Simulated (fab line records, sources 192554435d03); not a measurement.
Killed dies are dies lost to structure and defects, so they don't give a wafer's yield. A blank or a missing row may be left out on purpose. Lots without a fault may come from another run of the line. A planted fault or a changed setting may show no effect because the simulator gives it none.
Which tool did it? | flow n5_finfet | 8 lots, 23 wafers sampled, at 7 steps of a route of 1938

WHAT THE GAUGES READ, wafer by wafer
N5_GATE_CUT_THK_MEAS_24. Usual: GC_FILL_THK 219.7 nm, standard deviation 2.
lot  | measured     | on            | GC_FILL_THK (nm)  | flag
L319 | day 5 15:04  | film_metro-01 | 218.5 222.1       |
L320 | day 6 00:46  | film_metro-01 | 228.6 230.5 231.2 | OFF
L321 | day 6 01:24  | film_metro-01 | 227.6 225.6 227.6 | OFF
L322 | day 6 03:19  | film_metro-01 | 228.4 225.1 227.5 | OFF
L331 | day 8 09:32  | film_metro-02 | 215.3 215.8 219.5 |
L333 | day 9 02:06  | film_metro-02 | 221.1 218.3 222.9 |
L336 | day 9 17:56  | film_metro-01 | 221.6 217.8 216.7 |
L338 | day 10 04:40 | film_metro-02 | 215.8 221.8 220.3 |

N5_BEOL_M4_RC_MEAS_101. Usual: DIBL_N 35.9 mV/V, standard deviation 1.6; DIBL_P 35.6 mV/V, standard deviation 2.1; IOFF_N 0.149 nA/um, standard deviation 0.029; IOFF_P 0.20 nA/um, standard deviation 0.033; ION_N 671 uA/um, standard deviation 11; ION_P 460 uA/um, standard deviation 7.3; SS_N 71.4 mV/dec, standard deviation 0.62; SS_P 73.2 mV/dec, standard deviation 0.65; VT_N 251 mV, standard deviation 3.1; VT_P -251 mV, standard deviation 3.4.
lot  | measured     | on        | DIBL_N (mV/V)  | DIBL_P (mV/V)  | IOFF_N (nA/um)    | IOFF_P (nA/um) | ION_N (uA/um) | ION_P (uA/um) | SS_N (mV/dec)  | SS_P (mV/dec)  | VT_N (mV)   | VT_P (mV)      | flag
L319 | day 8 14:39  | prober-02 | 35.5 34.7      | 36.8 35.0      | 0.138 0.136       | 0.18 0.16      | 668 668       | 454 452       | 71.2 71.5      | 73.5 72.3      | 251 253     | -256 -256      |
L331 | day 11 17:20 | prober-01 | 37.1 37.1 37.4 | 35.7 36.3 37.6 | 0.152 0.158 0.155 | 0.18 0.19 0.20 | 673 670 677   | 462 464 460   | 71.7 72.0 72.0 | 73.0 73.3 73.9 | 252 250 251 | -253 -253 -250 |
L333 | day 12 09:48 | prober-02 | 37.3 36.2 36.7 | 38.0 35.3 35.5 | 0.163 0.141 0.150 | 0.23 0.18 0.19 | 665 656 661   | 458 450 458   | 72.7 71.8 72.4 | 73.9 73.1 73.3 | 250 253 253 | -251 -257 -254 |
L336 | day 12 19:22 | prober-01 | 35.7 33.7 36.3 | 34.9 32.6 35.9 | 0.132 0.110 0.150 | 0.20 0.17 0.21 | 672 651 664   | 465 454 453   | 72.0 70.9 71.7 | 73.4 72.2 73.2 | 254 254 252 | -250 -249 -248 |
L338 | day 13 12:37 | prober-02 | 36.8 38.7 39.1 | 35.2 38.1 38.4 | 0.157 0.199 0.213 | 0.21 0.26 0.27 | 681 683 697   | 468 467 475   | 70.7 71.9 72.5 | 73.0 73.8 74.2 | 253 245 244 | -250 -244 -248 |

WHICH TOOL RAN EACH LOT (tool, then ch and the chambers of the sampled wafers, then the start)
lot  | N5_GATE_CUT_ETCH_36               | N5_GATE_CUT_STRIP_42              | N5_GATE_CUT_CUT_ETCH_53           | N5_GATE_CUT_CUT_ETCH_54           | N5_GATE_CUT_STRIP_21
L319 | rie_diel-03 ch 2, day 5 12:29     | rie_diel-03 ch 2, day 5 12:40     | rie_metal-02 ch 0, day 5 12:49    | rie_metal-02 ch 0, day 5 12:53    | plasma_asher-01 ch 1, day 5 13:07
L320 | rie_diel-04 ch 0,1, day 5 22:11   | rie_diel-04 ch 0,1, day 5 22:23   | rie_metal-02 ch 0, day 5 22:32    | rie_metal-02 ch 0, day 5 22:35    | plasma_asher-01 ch 0,1, day 5 22:49
L321 | rie_diel-03 ch 1,2,3, day 5 22:34 | rie_diel-03 ch 1,2,3, day 5 22:46 | rie_metal-03 ch 0, day 5 22:54    | rie_metal-03 ch 0, day 5 23:01    | plasma_asher-01 ch 1, day 5 23:28
L322 | rie_diel-03 ch 0,2,3, day 6 00:45 | rie_diel-03 ch 0,2,3, day 6 00:56 | rie_metal-02 ch 0,1, day 6 01:05  | rie_metal-02 ch 0,1, day 6 01:09  | plasma_asher-01 ch 0,1, day 6 01:23
L331 | rie_diel-03 ch 0,3, day 8 06:58   | rie_diel-03 ch 0,3, day 8 07:10   | rie_metal-03 ch 0,1, day 8 07:18  | rie_metal-03 ch 0,1, day 8 07:22  | plasma_asher-02 ch 0,1, day 8 07:36
L333 | rie_diel-03 ch 2,3, day 8 23:32   | rie_diel-03 ch 2,3, day 8 23:44   | rie_metal-02 ch 0,1, day 8 23:53  | rie_metal-02 ch 0,1, day 8 23:56  | plasma_asher-02 ch 0,1, day 9 00:10
L336 | rie_diel-04 ch 1,2,3, day 9 15:22 | rie_diel-04 ch 1,2,3, day 9 15:33 | rie_metal-03 ch 0,1, day 9 15:42  | rie_metal-03 ch 0,1, day 9 15:46  | plasma_asher-01 ch 0,1, day 9 15:59
L338 | rie_diel-03 ch 1,2, day 10 01:55  | rie_diel-03 ch 1,2, day 10 02:07  | rie_metal-02 ch 0,1, day 10 02:16 | rie_metal-02 ch 0,1, day 10 02:19 | plasma_asher-01 ch 0, day 10 02:33
- N5_GATE_CUT_ETCH_36: etches SiARC in CF4, target depth 13 nm, time 21.7 s.
- N5_GATE_CUT_STRIP_42: strips in O2.
- N5_GATE_CUT_CUT_ETCH_53: etches W in SF6/Cl2, target depth 79.2 nm.
- N5_GATE_CUT_CUT_ETCH_54: etches TiN in Cl2/BCl3, target depth 96.7 nm.
- N5_GATE_CUT_STRIP_21: strips in N2/H2, time 30 s.

WHAT THE TOOLS THEMSELVES READ (means of the sampled wafers that have a number; where no wafer has one, the mark that the record gives instead)
N5_GATE_CUT_ETCH_36. Usual: bias_w 36.00 W, standard deviation 0.1; cf4_flow_sccm 99.98 sccm, standard deviation 0.29; drypump_motor_current_A 5.6 A, standard deviation 0.42; etch_rf_on_time_s 21.8 s, standard deviation 0.39; oes_product_au 0.64 a.u., standard deviation 0.06; rf_vpp_V 184.1 V, standard deviation 1.1; showerhead_plenum_p_Torr 2.14 Torr, standard deviation 0.066; throttle_valve_pct 15.73 %, standard deviation 0.24.
lot  | tool        | bias_w (W) | cf4_flow_sccm (sccm) | drypump_motor_current_A (A) | etch_rf_on_time_s (s) | oes_product_au (a.u.) | rf_vpp_V (V) | showerhead_plenum_p_Torr (Torr) | throttle_valve_pct (%) | flag
L319 | rie_diel-03 | 35.98      | 99.91                | 5.5                         | 22.0                  | 0.65                  | 182.9        | 2.08                            | 15.86                  |
L320 | rie_diel-04 | 35.95      | 100.05               | 5.2                         | 21.6                  | 0.61                  | 183.4        | 2.07                            | 15.76                  |
L321 | rie_diel-03 | 35.89      | 99.90                | 5.5                         | 21.6                  | 0.65                  | 183.1        | 2.15                            | 15.83                  |
L322 | rie_diel-03 | 35.98      | 99.73                | 5.4                         | 21.8                  | 0.64                  | 183.9        | 2.18                            | 15.85                  |
L331 | rie_diel-03 | 36.04      | 99.72                | 5.5                         | 22.0                  | 0.63                  | 185.4        | 2.22                            | 15.85                  |
L333 | rie_diel-03 | 35.97      | 100.09               | 5.3                         | 21.9                  | 0.63                  | 184.6        | 2.17                            | 15.92                  |
L336 | rie_diel-04 | 36.12      | 99.91                | 5.9                         | 21.8                  | 0.68                  | 183.5        | 2.15                            | 15.63                  |
L338 | rie_diel-03 | 35.94      | 100.03               | 5.6                         | 22.1                  | 0.63                  | 183.6        | 2.09                            | 15.90                  |

N5_GATE_CUT_STRIP_42. Usual: drypump_motor_current_A 5.6 A, standard deviation 0.41; oes_product_au 0.75 a.u., standard deviation 0.07; rf_vpp_V 3.7 V, standard deviation 0.47; showerhead_plenum_p_Torr 2.10 Torr, standard deviation 0.07; throttle_valve_pct 16.82 %, standard deviation 0.25.
lot  | tool        | drypump_motor_current_A (A) | oes_product_au (a.u.) | rf_vpp_V (V) | showerhead_plenum_p_Torr (Torr) | throttle_valve_pct (%) | flag
L319 | rie_diel-03 | 5.5                         | 0.76                  | 3.3          | 2.02                            | 16.88                  |
L320 | rie_diel-04 | 5.2                         | 0.70                  | 3.7          | 2.03                            | 16.88                  |
L321 | rie_diel-03 | 5.5                         | 0.75                  | 3.8          | 2.11                            | 16.89                  |
L322 | rie_diel-03 | 5.4                         | 0.76                  | 3.0          | 2.14                            | 16.92                  |
L331 | rie_diel-03 | 5.5                         | 0.73                  | 3.7          | 2.19                            | 16.95                  |
L333 | rie_diel-03 | 5.3                         | 0.74                  | 3.8          | 2.13                            | 16.96                  |
L336 | rie_diel-04 | 5.9                         | 0.79                  | 3.5          | 2.11                            | 16.70                  |
L338 | rie_diel-03 | 5.6                         | 0.74                  | 3.8          | 2.04                            | 16.95                  |

N5_GATE_CUT_CUT_ETCH_53. Usual: SF6_flow_sccm 40.00 sccm, standard deviation 0.12; bias_w 80.00 W, standard deviation 0.24; drypump_motor_current_A 5.9 A, standard deviation 0.42; etch_rf_on_time_s 26.2 s, standard deviation 0.36; oes_product_au 0.74 a.u., standard deviation 0.036; throttle_valve_pct 28.99 %, standard deviation 0.17.
lot  | tool         | SF6_flow_sccm (sccm) | bias_w (W) | drypump_motor_current_A (A) | etch_rf_on_time_s (s) | oes_product_au (a.u.) | throttle_valve_pct (%) | flag
L319 | rie_metal-02 | 40.06                | 79.84      | 6.4                         | 26.4                  | 0.72                  | 28.76                  |
L320 | rie_metal-02 | -                    | -          | -                           | -                     | -                     | -                      | OFF
L321 | rie_metal-03 | -                    | -          | -                           | -                     | -                     | -                      | OFF
L322 | rie_metal-02 | -                    | -          | -                           | -                     | -                     | -                      | OFF
L331 | rie_metal-03 | 39.89                | 80.17      | 6.2                         | 26.3                  | 0.80                  | 29.15                  |
L333 | rie_metal-02 | 40.02                | 79.92      | 6.0                         | 26.2                  | 0.72                  | 28.83                  |
L336 | rie_metal-03 | 40.00                | 79.98      | 6.3                         | 26.1                  | 0.77                  | 28.99                  |
L338 | rie_metal-02 | 39.97                | 80.27      | 5.6                         | 26.3                  | 0.73                  | 28.90                  |

N5_GATE_CUT_CUT_ETCH_54. Usual: bcl3_flow_sccm 21.74 sccm, standard deviation 0.065; bias_w 126.0 W, standard deviation 0.38; drypump_motor_current_A 5.9 A, standard deviation 0.42; etch_rf_on_time_s 36.6 s, standard deviation 0.44; oes_product_au 0.74 a.u., standard deviation 0.035; throttle_valve_pct 22.20 %, standard deviation 0.15.
lot  | tool         | bcl3_flow_sccm (sccm) | bias_w (W) | drypump_motor_current_A (A) | etch_rf_on_time_s (s) | oes_product_au (a.u.) | throttle_valve_pct (%) | flag
L319 | rie_metal-02 | 21.72                 | 125.5      | 6.3                         | 37.2                  | 0.70                  | 22.00                  |
L320 | rie_metal-02 | 21.73                 | 125.9      | 6.4                         | 47.9                  | 0.30                  | 22.54                  | OFF
L321 | rie_metal-03 | 21.69                 | 125.7      | 6.5                         | 47.9                  | 0.32                  | 22.69                  | OFF
L322 | rie_metal-02 | 21.77                 | 126.1      | 5.6                         | 47.9                  | 0.32                  | 22.69                  | OFF
L331 | rie_metal-03 | 21.72                 | 125.5      | 6.3                         | 36.7                  | 0.80                  | 22.47                  |
L333 | rie_metal-02 | 21.67                 | 126.2      | 6.0                         | 36.4                  | 0.72                  | 22.08                  |
L336 | rie_metal-03 | 21.77                 | 126.1      | 6.4                         | 36.5                  | 0.77                  | 22.32                  |
L338 | rie_metal-02 | 21.70                 | 126.4      | 5.6                         | 36.2                  | 0.73                  | 22.16                  |

N5_GATE_CUT_STRIP_21. Usual: drypump_motor_current_A 5.4 A, standard deviation 0.37; heater_power_w 303 W, standard deviation 11.
lot  | tool            | drypump_motor_current_A (A) | heater_power_w (W) | flag
L319 | plasma_asher-01 | 5.3                         | 300                |
L320 | plasma_asher-01 | 5.2                         | 296                |
L321 | plasma_asher-01 | 5.3                         | 304                |
L322 | plasma_asher-01 | 5.1                         | 296                |
L331 | plasma_asher-02 | 5.8                         | 317                |
L333 | plasma_asher-02 | 5.8                         | 307                |
L336 | plasma_asher-01 | 5.1                         | 296                |
L338 | plasma_asher-01 | 4.9                         | 296                |

THE ANSWER, worked out from the rows above alone
Rule: a lot is off if the mean of its wafers that have a number lies more than 3 standard deviations from the usual mean. A lot without any number at a reading at which 4 lots or more have one is off too. The other lots that the step has rows for count as sound. The gauges are gone through in route order, then the tools' own readings, and for those a lot's mean is taken as printed above. The first step at which some lot is off is used, and at that step the reading that is off furthest; a lot without a number counts as furthest.
Off: L320, L321, L322, at N5_GATE_CUT_THK_MEAS_24 (GC_FILL_THK).
A tool fits if, at a process step before that reading, it ran every lot that is off, and no sound lot after the first of them. The gauges at N5_GATE_CUT_THK_MEAS_24 aren't tried: what is off there is off at N5_GATE_CUT_CUT_ETCH_53 too, on other tools, and a gauge's error can't cause that. None of those tried fits.

WHAT THE SIMULATOR HAD PUT IN
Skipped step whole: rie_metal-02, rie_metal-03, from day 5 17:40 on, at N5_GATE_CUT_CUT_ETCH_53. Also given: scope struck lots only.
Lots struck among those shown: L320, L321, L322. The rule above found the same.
